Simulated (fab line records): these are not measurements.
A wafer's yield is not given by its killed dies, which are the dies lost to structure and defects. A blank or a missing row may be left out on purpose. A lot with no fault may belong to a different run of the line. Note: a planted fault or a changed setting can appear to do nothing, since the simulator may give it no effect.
Lot-split experiment -- flow n5_finfet -- 21 wafers read from 7 lots, route of 1938 steps

## ABOUT THE SPLIT
At N5_BEOL_M11_ETCH_41 (etches SiCN in CH3F/O2, target depth 42.6 nm, time 86 s), the setting time_s was moved away from the recipe's 86 s on 8 of the 21 wafers read, by -20.5% to +21.4%. The other wafers ran this setting at the recipe's value.

The reading comes from the split's own step.

## THE READING
etch.depth_nm (the simulator's own value, which no gauge read), in nm, at N5_BEOL_M11_ETCH_41 (etches SiCN in CH3F/O2, target depth 42.6 nm, time 86 s). The file does not state a usual value for it. Average 32.11 nm, standard deviation 0.55 nm, over the 13 wafers here run with the recipe.

wafer,"tool, chamber at the split","time_s as run, s",against the recipe,"etch.depth_nm, nm",against lot-mates on the recipe
L076.1,"rie_diel-02, 0",86,recipe,32.88,-
L076.2,"rie_diel-02, 2",86,recipe,32.68,-
L076.4,"rie_diel-02, 3",86,recipe,31.66,-
L082.1,"rie_diel-02, 2",86,recipe,33.2,-
L082.2,"rie_diel-02, 3",86,recipe,32.1,-
L082.6,"rie_diel-02, 1",86,recipe,32.49,-
L089.2,"rie_diel-03, 0",86,recipe,32.31,-
L089.3,"rie_diel-03, 1",86,recipe,31.66,-
L089.6,"rie_diel-03, 1",100.8,+17.2%,37.14,+5.16
L093.4,"rie_diel-03, 2",86,recipe,31.84,-
L093.5,"rie_diel-03, 1",86,recipe,31.29,-
L093.6,"rie_diel-03, 0",69.79,-18.8%,25.82,-5.74
L092.1,"rie_diel-02, 1",68.35,-20.5%,26.86,no lot-mate on the recipe
L092.4,"rie_diel-02, 0",68.35,-20.5%,26.95,no lot-mate on the recipe
L092.5,"rie_diel-02, 1",68.35,-20.5%,27.07,no lot-mate on the recipe
L094.1,"rie_diel-03, 0",104.4,+21.4%,38.69,+7.09
L094.5,"rie_diel-03, 2",86,recipe,31.6,-
L094.6,"rie_diel-03, 1",104.4,+21.4%,37.97,+6.37
L096.1,"rie_diel-03, 0",86,recipe,32.11,-
L096.2,"rie_diel-03, 1",86,recipe,31.61,-
L096.6,"rie_diel-03, 0",100.5,+16.9%,37.28,+5.42

THE FIT
A straight line over all 21 wafers: etch.depth_nm changes by +0.281 nm for each +1% of time_s; r = +0.99; the points scatter about the line by 0.58 nm.
The same after taking each lot's own level away (the mean of its wafers on the recipe; 18 wafers): +0.311 nm for each +1%; r = +0.99; scatter 0.38 nm.
Per that fit: largest time_s move, reading shift of 6.7 nm.
Across the lots, their own levels run from 31.565 to 32.597 nm, a range of 1.9 times the standard deviation given above.
So the lot-to-lot level changes the slope little: the two slopes agree.
Check: with one of the wafers moved furthest among these (+21.4%) left out of the fit, the line predicts +6.52 nm for it against its lot-mates. Against them it came out at +7.09 nm.

## THE OTHER SPLITS THESE WAFERS WENT THROUGH
These wafers also went through other splits before the reading. Each is held against what the fit with the lots' levels taken away leaves over:
other split on the same wafers,wafers away from the commonest value,r with etch.depth_nm (lot level and that fit taken away)
N5_BEOL_M6_EXPOSE_25 dose_mj,12,-0.13
N5_BEOL_M7_ETCH_61 source_w,5,+0.16
N5_BEOL_M7_COAT_64 spin_rpm,9,+0.09
N5_BEOL_M8_COAT_05 spin_rpm,12,-0.14
N5_BEOL_M8_ETCH_61 bias_w,7,+0.12
N5_BEOL_M8_TRENCH_ETCH_37 bias_w,10,-0.04
N5_BEOL_M10_COAT_22 spin_rpm,8,+0.32

## THE FILE'S OWN FIT
etch.depth_nm changes by +0.31 nm for each +1% of time_s, r = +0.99.
